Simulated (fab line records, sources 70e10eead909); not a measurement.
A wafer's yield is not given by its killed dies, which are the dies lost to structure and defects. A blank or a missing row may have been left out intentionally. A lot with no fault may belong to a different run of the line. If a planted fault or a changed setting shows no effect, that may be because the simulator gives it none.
What tool caused it? | flow nand harc | Sampling: 13 lots, 39 wafers, 6 of 1302 route steps

== WHAT THE GAUGES SHOWED, per wafer ==
NHARC_P_START_INSPECT_01. Usual: 3.8 for raw defect count, sd 2.2.
lot  | measured     | on                | raw defect count | flag
L801 | day 2 06:02  | defect inspect-02 | 5 4 2            |
L802 | day 2 16:02  | defect inspect-02 | 4 2 3            |
L804 | day 3 12:02  | defect inspect-02 | 4 0 5            |
L805 | day 3 22:02  | defect inspect-01 | 3 4 1            |
L807 | day 4 18:02  | defect inspect-02 | 2 3 4            |
L810 | day 6 00:02  | defect inspect-02 | 5 3 3            |
L815 | day 8 02:02  | defect inspect-01 | 3 4 2            |
L816 | day 8 12:02  | defect inspect-02 | 2 4 2            |
L817 | day 8 22:02  | defect inspect-02 | 2 3 10           |
L818 | day 9 08:02  | defect inspect-02 | 3 2 2            |
L819 | day 9 18:23  | defect inspect-02 | 2 5 4            |
L820 | day 10 04:02 | defect inspect-02 | 5 2 3            |
L821 | day 10 14:03 | defect inspect-02 | 4 5 1            |

NHARC_P_ZERO_WELL_CD_MEAS_52 targets a cd of 2000 nm. Usual: 2000.3 nm for cd nm, sd 1.3.
lot  | measured     | on        | cd nm (nm)           | flag
L801 | day 2 11:37  | cd sem-02 | 2001.1 2000.2 1999.5 |
L802 | day 2 21:44  | cd sem-01 | 2000.7 2002.5 2002.8 |
L804 | day 3 18:01  | cd sem-02 | 2000.7 2000.8 2000.3 |
L805 | day 4 03:43  | cd sem-02 | 1998.2 1996.8 2001.1 |
L807 | day 4 23:46  | cd sem-03 | 1898.8 1899.3 1898.2 | OFF
L810 | day 6 05:38  | cd sem-01 | 2001.8 2001.8 2002.1 |
L815 | day 8 07:53  | cd sem-02 | 1998.8 1999.4 2001.0 |
L816 | day 8 17:41  | cd sem-02 | 2001.3 2000.6 2000.4 |
L817 | day 9 04:01  | cd sem-01 | 2000.1 1998.4 2000.6 |
L818 | day 9 13:57  | cd sem-02 | 1998.8 2000.5 2002.0 |
L819 | day 10 00:50 | cd sem-03 | 2001.9 2001.6 2001.0 |
L820 | day 10 10:43 | cd sem-02 | 1999.5 2000.5 2001.9 |
L821 | day 10 19:53 | cd sem-01 | 2000.3 1999.9 2000.0 |

NHARC_P_GATE_CD_MEAS_11 targets a cd of 1640 nm. Usual: 1639.6 nm for cd nm, sd 1.2.
lot  | measured     | on        | cd nm (nm)           | flag
L801 | day 4 19:49  | cd sem-03 | 1641.0 1639.7 1641.2 |
L802 | day 5 06:42  | cd sem-03 | 1640.2 1640.0 1638.4 |
L804 | day 5 20:52  | cd sem-01 | 1640.3 1641.0 1641.2 |
L805 | day 6 08:33  | cd sem-02 | 1639.1 1639.6 1640.5 |
L807 | day 7 06:11  | cd sem-03 | 1639.6 1642.7 1640.7 |
L810 | day 8 10:30  | cd sem-02 | 1638.6 1639.3 1639.7 |
L815 | day 10 08:34 | cd sem-03 | 1637.8 1640.3 1639.4 |
L816 | day 10 23:50 | cd sem-03 | 1638.2 1640.1 1638.8 |
L817 | day 11 07:50 | cd sem-01 | 1636.8 1638.5 1637.6 |
L818 | day 11 21:01 | cd sem-03 | 1639.1 1640.0 1638.2 |
L819 | day 12 04:43 | cd sem-01 | 1642.2 1639.4 1640.6 |
L820 | day 12 15:42 | cd sem-01 | 1638.1 1638.4 1639.1 |
L821 | day 12 23:51 | cd sem-02 | 1639.1 1638.4 1638.0 |

NHARC_END_SORT_01. Usual: killed at array 63, standard deviation 18; killed at other 1.1, standard deviation 1.3; killed at periphery 4.3, standard deviation 2.8; killed dies 68, standard deviation 18; killed open 3.3, standard deviation 2; killed short 2.4, standard deviation 1.6.
lot  | measured     | on        | killed at array | killed at other | killed at periphery | killed dies | killed open | killed short | flag
L801 | day 25 05:35 | prober-02 | 71 80 82        | 2 1 0           | 9 10 5              | 82 91 87    | 4 1 6       | 2 4 0        |
L802 | day 25 04:48 | prober-01 | 58 48 52        | 0 1 0           | 3 2 1               | 61 51 53    | 2 2 4       | 5 3 1        |
L804 | day 25 17:52 | prober-02 | 48 37 41        | 1 4 2           | 1 6 7               | 50 47 50    | 2 5 3       | 3 0 1        |
L807 | day 31 09:53 | prober-02 | 65 82 65        | 3 4 2           | 1 1 3               | 69 87 70    | 6 2 6       | 2 7 4        |
L816 | day 32 09:58 | prober-01 | 45 43 39        | 1 0 1           | 3 9 10              | 49 52 50    | 9 2 3       | 3 4 3        |
L820 | day 33 14:08 | prober-02 | 44 43 49        | 1 1 0           | 5 2 4               | 50 46 53    | 2 1 4       | 0 5 3        |

== WHAT TOOL EACH LOT RAN ON (gives the tool, then ch and the chambers of the sampled wafers, and finally the start) ==
lot  | NHARC_P_ZERO_WELL_EXPOSE_49       | NHARC_P_GATE_HM_DEP_102
L801 | krf scanner-03 ch 0, day 2 11:28  | acl dep-01 ch 0, day 5 08:21
L802 | krf scanner-03 ch 0, day 2 21:34  | acl dep-02 ch 0, day 5 20:59
L804 | krf scanner-01 ch 0, day 3 17:52  | acl dep-01 ch 0, day 6 12:34
L805 | krf scanner-03 ch 0, day 4 03:34  | acl dep-02 ch 0, day 6 21:20
L807 | krf scanner-01 ch 0, day 4 23:37  | acl dep-01 ch 0, day 7 19:10
L810 | krf scanner-01 ch 0, day 6 05:29  | acl dep-03 ch 0, day 9 00:53
L815 | krf scanner-01 ch 0, day 8 07:44  | acl dep-03 ch 0, day 11 01:42
L816 | krf scanner-01 ch 0, day 8 17:32  | acl dep-03 ch 0, day 11 14:58
L817 | krf scanner-02 ch 0, day 9 03:52  | acl dep-03 ch 0, day 11 20:29
L818 | krf scanner-01 ch 0, day 9 13:48  | acl dep-03 ch 0, day 12 14:12
L819 | krf scanner-01 ch 0, day 10 00:40 | acl dep-01 ch 0, day 12 19:01
L820 | krf scanner-01 ch 0, day 10 10:34 | acl dep-03 ch 0, day 13 06:23
L821 | krf scanner-03 ch 0, day 10 19:44 | acl dep-02 ch 0, day 13 12:24
- NHARC_P_ZERO_WELL_EXPOSE_49: exposes mask P HVPW, target cd 2000 nm.
- NHARC_P_GATE_HM_DEP_102: deposits aC, target thk 120 nm.

== AS READ BY THE TOOLS THEMSELVES (means over the sampled wafers that have a number; for cases with no such wafer, the mark the record gives instead) ==
NHARC_P_GATE_HM_DEP_102. Usual: susceptor temp C 399.94 C, standard deviation 0.23; throttle valve pct 35.001 %, standard deviation 0.0091.
lot  | tool       | susceptor temp C (C) | throttle valve pct (%) | flag
L801 | acl dep-01 | 399.86               | 35.001                 |
L802 | acl dep-02 | -                    | 34.997                 | OFF
L804 | acl dep-01 | 400.04               | 35.001                 |
L805 | acl dep-02 | 399.93               | 34.999                 |
L807 | acl dep-01 | 400.11               | 35.000                 |
L810 | acl dep-03 | 399.63               | 35.000                 |
L815 | acl dep-03 | 399.79               | 35.008                 |
L816 | acl dep-03 | 399.96               | 35.000                 |
L817 | acl dep-03 | 400.11               | 35.002                 |
L818 | acl dep-03 | -                    | 35.006                 | OFF
L819 | acl dep-01 | 400.27               | 35.007                 |
L820 | acl dep-03 | 400.08               | 35.009                 |
L821 | acl dep-02 | 399.91               | 34.992                 |

== THE ANSWER, worked out from the rows above alone ==
Rule: a lot is off if the mean of its wafers that have a number lies more than 3 standard deviations from the usual mean. A lot without any number at a reading at which 4 lots or more have one is off too. All remaining lots with rows at the step are treated as sound. The gauges are gone through in route order, then the tools' own readings, and for those a lot's mean is taken as printed above. The first step at which some lot is off is used, and at that step the reading that is off furthest; a lot without a number counts as furthest.
Off, at NHARC_P_ZERO_WELL_CD_MEAS_52 on cd nm: L807.
A tool fits if, at a process step before that reading, it ran every lot that is off, and no sound lot after the first of them. The gauges at NHARC_P_ZERO_WELL_CD_MEAS_52 are tried like those tools. None of those tried fits.

== WHAT HAD BEEN PUT IN BY THE SIMULATOR ==
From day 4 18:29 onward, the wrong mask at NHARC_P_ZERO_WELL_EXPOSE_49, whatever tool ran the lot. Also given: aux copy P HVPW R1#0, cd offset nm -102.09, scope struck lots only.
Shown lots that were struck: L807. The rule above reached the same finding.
